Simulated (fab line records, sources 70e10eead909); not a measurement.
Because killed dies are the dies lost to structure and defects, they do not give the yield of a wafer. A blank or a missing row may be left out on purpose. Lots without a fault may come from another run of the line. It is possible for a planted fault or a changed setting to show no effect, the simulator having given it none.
fab line records -- flow nand-harc -- part 2 of 2: steps 27 to 39 of 39
record: lots: 5, wafers: 15, last-day: 33
route steps=1302 shown A_M0@1168 A_M1@1169 A_BONDPAD@1202
lots that met no fault: taken from a fault-free run of the same line
start-h: start of the lot's first displayed wafer, in hours after the record's first day -- wait-h: time in hours since the lot's previous step -- " repeats the value in the row above -- L1.1+2: one row covering several wafers at once -- - no value, or no start given -- * or withheld: withheld -- < > ~ a bound
route shown NAME@n: names a module that has steps shown in the file, with the first one's number in the route -- usual: mean/standard deviation of fault-free wafers -- same: alike in all rows -- chamber/n: place in a boat -- sites: per-site readings -- _std_site: the standard deviation of these -- _edge_site: outer sites' mean less inner sites' -- radius-mm: for every site, how far away it sits from the centre of the wafer -- mask NAME#n: copy n -- behind: the tool/chamber that last shaped the wafer -- hold: the reason the lot was held/the length of the hold in hours/how it ended -- device: which transistor (n, p or np) failed to switch -- end of line: the same wafers' tests at the end of the route -- a step with no rows: only its recipe -- killed: the dies lost at the first sort to structure and to defects; this is not the yield of the wafer -- map: a wafer's dies, x killed, . not, _ none there
set.NAME: the setting as run; set.NAME@STEP: as run at that earlier step -- model.NAME: the simulator's own value behind a step, which no gauge read
lots seen at some steps along the route; tables by step, rows by wafer
services: from which hour (start-h, from the record's first day; less than 0 if before it) a tool's chamber was out of use, for how many hours, and why
== steps ==
step: NHARC_A_M1_ANNEAL_31
recipe: temp-c: 225, time-s: 90
usual: wafer_temp_C_max: 226.15/0.27
lot.wafer,tool,chamber,start-h,wait-h,wafer_temp_C_max
L077.2,rtp-anneal-02,0,570.21,-,226.22
L077.5,rtp-anneal-02,0,570.21,-,226.27
L077.6,rtp-anneal-02,0,570.21,-,225.92
L079.1,rtp-anneal-02,0,572.61,0.3,226.17
L079.2,rtp-anneal-02,0,572.61,0.3,226.32
L079.5,rtp-anneal-02,0,572.61,0.3,226.02
L087.2,rtp-anneal-01,0,669.12,0.3,226.06
L087.4,rtp-anneal-01,0,669.12,0.3,226.25
L087.5,rtp-anneal-01,0,669.12,0.3,226.04
L090.1,rtp-anneal-01,0,708.98,0.3,225.88
L090.2,rtp-anneal-01,0,708.98,0.3,226.62
L090.3,rtp-anneal-01,0,708.98,0.3,226.32
L097.1,rtp-anneal-01,0,746.47,0.4,226.21
L097.5,rtp-anneal-01,0,746.47,0.4,226.01
L097.6,rtp-anneal-01,0,746.47,0.4,226.28
step: NHARC_A_M1_CMP_23
recipe: t-overpolish-s: 20, target-thk-nm: 154.34
usual: motor-current-A: 11.6/1.1, time-to-endpoint-s: 29/4.1
lot.wafer,tool,chamber,start-h,wait-h,motor-current-A,time-to-endpoint-s
L077.2,cmp-02,1,570.51,-,11.3,28
L077.5,cmp-02,1,570.51,-,12.1,29
L077.6,cmp-02,2,570.51,-,11.8,25
L079.1,cmp-03,2,572.98,-,11.7,32
L079.2,cmp-03,3,572.98,-,9.0,22
L079.5,cmp-03,2,572.98,-,12.2,29
L087.2,cmp-01,2,669.42,-,12.8,32
L087.4,cmp-01,3,669.42,-,12.1,27
L087.5,cmp-01,2,669.42,-,12.4,31
L090.1,cmp-03,2,709.32,-,12.0,29
L090.3,cmp-03,3,709.32,-,9.5,21
L090.2,cmp-03,1,709.32,-,12.3,30
L097.1,cmp-02,0,746.82,-,9.8,26
L097.6,cmp-02,0,746.82,-,9.8,27
L097.5,cmp-02,1,746.82,-,12.0,29
step: NHARC_A_M1_THK_MEAS_24
recipe: thk-meas-gauge: xrf
usual: thk-nm: 154.5/2
lot.wafer,tool,chamber,start-h,wait-h,thk-nm
L077.2,film-metro-01,-,570.82,-,153.5
L077.5,film-metro-01,-,570.82,-,155.5
L077.6,film-metro-01,-,570.82,-,150.8
L079.1,film-metro-01,-,573.27,-,154.6
L079.2,film-metro-01,-,573.27,-,152.3
L079.5,film-metro-01,-,573.27,-,153.5
L087.2,film-metro-01,-,669.74,-,156.5
L087.4,film-metro-01,-,669.74,-,153.3
L087.5,film-metro-01,-,669.74,-,155.6
L090.1,film-metro-02,-,709.64,-,154.9
L090.2,film-metro-02,-,709.64,-,156.8
L090.3,film-metro-02,-,709.64,-,152.9
L097.1,film-metro-01,-,747.13,-,153.8
L097.5,film-metro-01,-,747.13,-,156.4
L097.6,film-metro-01,-,747.13,-,154.1
step: NHARC_A_M1_SRD_25
lot.wafer,tool,chamber,start-h,wait-h
L077.6+5+2,wet-bench-10,"3,5,0",570.86,0.0
L079.1+5+2,wet-bench-08,"6,7,0",573.31,0.0
L087.2+4+5,wet-bench-08,"5,7,2",669.78,0.0
L090.3+1+2,wet-bench-10,"3,4,5",709.68,0.0
L097.5+6+1,wet-bench-08,"7,0,1",747.18,0.0
step: NHARC_A_M1_INSPECT_27
usual: raw-defect-count: 517/130
lot.wafer,tool,chamber,start-h,wait-h,raw-defect-count
L077.2,defect-inspect-01,-,570.98,0.0,629
L077.5,defect-inspect-01,-,570.98,0.0,527
L077.6,defect-inspect-01,-,570.98,0.0,693
L079.1,defect-inspect-01,-,573.43,0.0,572
L079.2,defect-inspect-01,-,573.43,0.0,449
L079.5,defect-inspect-01,-,573.43,0.0,639
L087.2,defect-inspect-02,-,669.90,0.0,545
L087.4,defect-inspect-02,-,669.90,0.0,704
L087.5,defect-inspect-02,-,669.90,0.0,513
L090.1,defect-inspect-02,-,709.80,0.0,394
L090.2,defect-inspect-02,-,709.80,0.0,386
L090.3,defect-inspect-02,-,709.80,0.0,378
L097.1,defect-inspect-02,-,747.29,0.0,279
L097.5,defect-inspect-02,-,747.29,0.0,343
L097.6,defect-inspect-02,-,747.29,0.0,489
step: NHARC_A_M1_PRE_CLEAN_32
recipe: time-s: 12, temp-c: 370, rf-power-w: 300, gas: NH3
usual: heater-power-w: 633/73
lot.wafer,tool,chamber,start-h,wait-h,heater-power-w
L077.2,pecvd-01,0,571.06,0.1,625
L077.5,pecvd-01,0,571.06,0.1,637
L077.6,pecvd-01,1,571.06,0.1,633
L079.2,pecvd-01,2,573.49,0.1,579
L079.1,pecvd-01,1,573.49,0.1,651
L079.5,pecvd-01,2,573.49,0.1,558
L087.2,pecvd-03,0,669.98,0.1,641
L087.5,pecvd-03,2,669.98,0.1,569
L087.4,pecvd-03,0,669.98,0.1,669
L090.1,pecvd-01,0,709.86,0.1,695
L090.3,pecvd-01,1,709.86,0.1,669
L090.2,pecvd-01,2,709.86,0.1,648
L097.1,pecvd-03,1,747.36,0.1,598
L097.5,pecvd-03,1,747.36,0.1,608
L097.6,pecvd-03,0,747.36,0.1,642
step: NHARC_A_M1_DEP_33
recipe: target-thk-a: 300, temp-c: 370, target-thk-nm: 30, pressure-torr: 3, flow-sccm: 200, rf-w: 450, material: SiCN
usual: heater-power-w: 583/84
lot.wafer,tool,chamber,start-h,wait-h,heater-power-w
L077.2,pecvd-01,0,571.17,0.1,574
L077.5,pecvd-01,0,571.17,0.1,589
L077.6,pecvd-01,1,571.17,0.1,647
L079.2,pecvd-01,2,573.57,0.1,617
L079.1,pecvd-01,1,573.57,0.1,572
L079.5,pecvd-01,2,573.57,0.1,596
L087.2,pecvd-03,0,670.09,0.1,607
L087.5,pecvd-03,2,670.09,0.1,496
L087.4,pecvd-03,0,670.09,0.1,588
L090.1,pecvd-01,0,709.94,0.1,562
L090.3,pecvd-01,1,709.94,0.1,677
L090.2,pecvd-01,2,709.94,0.1,608
L097.1,pecvd-03,1,747.43,0.1,533
L097.5,pecvd-03,1,747.43,0.1,540
L097.6,pecvd-03,0,747.43,0.1,537
step: NHARC_A_BONDPAD_DEP_00
recipe: target-thk-a: 2500, temp-c: 370, target-thk-nm: 250, pressure-torr: 3, flow-sccm: 200, rf-w: 450, material: SiCN
usual: heater-power-w: 576/65
lot.wafer,tool,chamber,start-h,wait-h,heater-power-w
L077.2,pecvd-03,2,571.68,-,479
L077.5,pecvd-03,2,571.68,-,488
L077.6,pecvd-03,1,571.68,-,474
L079.1,pecvd-02,0,574.12,-,650
L079.2,pecvd-02,2,574.12,-,517
L079.5,pecvd-02,2,574.12,-,520
L087.2,pecvd-03,2,-,-,462
L087.4,pecvd-03,0,-,-,586
L087.5,pecvd-03,2,-,-,463
L090.2,pecvd-03,1,710.49,-,599
L090.1,pecvd-03,2,710.49,-,522
L090.3,pecvd-03,0,710.49,-,570
L097.1,pecvd-02,2,748.08,-,496
L097.6,pecvd-02,0,748.08,-,661
L097.5,pecvd-02,1,748.08,-,572
step: NHARC_A_BONDPAD_CMP_29
recipe: target-thk-nm: 200, material: SiCN
usual: motor-current-A: 11.5/1.3
lot.wafer,tool,chamber,start-h,wait-h,motor-current-A
L077.2,cmp-02,0,572.16,-,10.1
L077.6,cmp-02,1,572.16,-,11.9
L077.5,cmp-02,2,572.16,-,12.5
L079.2,cmp-04,1,574.56,-,14.6
L079.1,cmp-04,3,574.56,-,10.9
L079.5,cmp-04,0,574.56,-,10.8
L087.2,cmp-02,2,671.25,-,12.5
L087.4,cmp-02,3,671.25,-,10.4
L087.5,cmp-02,0,671.25,-,10.2
L090.2,cmp-03,1,710.93,-,13.0
L090.1,cmp-03,2,710.93,-,12.7
L090.3,cmp-03,3,710.93,-,9.3
L097.1,cmp-03,2,748.47,-,12.4
L097.5,cmp-03,3,748.47,-,9.7
L097.6,cmp-03,0,748.47,-,11.3
step: NHARC_A_BONDPAD_THK_MEAS_30
recipe: thk-meas-gauge: ellipsometry
usual: thk-nm: 199.8/2.1
lot.wafer,tool,chamber,start-h,wait-h,thk-nm
L077.2,film-metro-02,-,572.34,0.2,200.3
L077.5,film-metro-02,-,572.34,0.2,200.2
L077.6,film-metro-02,-,572.34,0.2,202.0
L079.1,film-metro-01,-,574.78,0.1,200.4
L079.2,film-metro-01,-,574.78,0.1,201.1
L079.5,film-metro-01,-,574.78,0.1,199.3
L087.2,film-metro-01,-,671.45,0.2,196.0
L087.4,film-metro-01,-,671.45,0.2,196.5
L087.5,film-metro-01,-,671.45,0.2,200.0
L090.1,film-metro-02,-,711.15,0.2,199.8
L090.2,film-metro-02,-,711.15,0.2,199.8
L090.3,film-metro-02,-,711.15,0.2,195.6
L097.1,film-metro-02,-,748.64,0.2,200.4
L097.5,film-metro-02,-,748.64,0.2,198.1
L097.6,film-metro-02,-,748.64,0.2,202.2
step: NHARC_A_BONDPAD_SRD_31
lot.wafer,tool,chamber,start-h,wait-h
L077.2+6+5,wet-bench-08,"4,6,0",572.38,0.0
L079.2+5+1,wet-bench-10,"1,2,3",574.82,0.0
L087.5+2+4,wet-bench-08,"3,5,6",671.49,0.0
L090.2+3+1,wet-bench-10,"0,1,5",711.19,0.0
L097.6+5+1,wet-bench-10,"1,5,6",748.68,0.0
step: NHARC_A_BONDPAD_DEHYDRATE_01
recipe: temp-c: 150, time-s: 120
lot.wafer,tool,chamber,start-h,wait-h
L077.2+5+6,litho-track-07,0,572.46,0.1
L079.1+2+5,litho-track-02,0,574.93,0.1
L087.2+4+5,litho-track-02,0,671.58,0.1
L090.1+2+3,litho-track-07,0,711.28,0.1
L097.1+5+6,litho-track-05,0,748.77,0.1
step: NHARC_A_BONDPAD_HMDS_02
recipe: time-s: 30
lot.wafer,tool,chamber,start-h,wait-h
L077.2+5+6,litho-track-07,0,-,-
L079.1+2+5,litho-track-02,0,-,-
L087.2+4+5,litho-track-02,0,-,-
L090.1+2+3,litho-track-07,0,-,-
L097.1+5+6,litho-track-05,0,-,-
== services ==
tool,chamber,start-h,hours,kind
rie-diel-06,3,545.33,2.2,repair
pecvd-03,-,547.25,13.0,pm
litho-track-04,-,553.00,7.0,pm
pvd-sputter-01,-,582.97,10.0,pm
wet-bench-10,-,601.40,1.2,repair
rie-diel-07,0,606.69,4.5,repair
rie-diel-03,3,622.05,7.3,repair
rie-diel-03,1,622.54,1.3,repair
rie-diel-03,-,629.34,2.4,repair
rie-diel-03,1,633.18,5.2,repair
rie-diel-03,-,635.30,9.0,pm
wet-bench-08,-,646.40,8.0,pm
rie-diel-07,-,648.27,9.0,pm
rie-diel-03,2,648.38,7.6,repair
wet-bench-10,-,663.20,8.0,pm
rie-diel-07,3,671.20,2.6,repair
pecvd-01,-,673.27,13.0,pm
pvd-sputter-01,-,674.90,4.6,repair
litho-track-01,-,680.00,7.0,pm
rie-diel-07,-,689.75,0.2,repair
pvd-sputter-01,-,694.64,2.8,repair
litho-track-06,-,704.00,7.0,pm
litho-track-04,-,728.00,7.0,pm
pecvd-03,-,728.25,13.0,pm
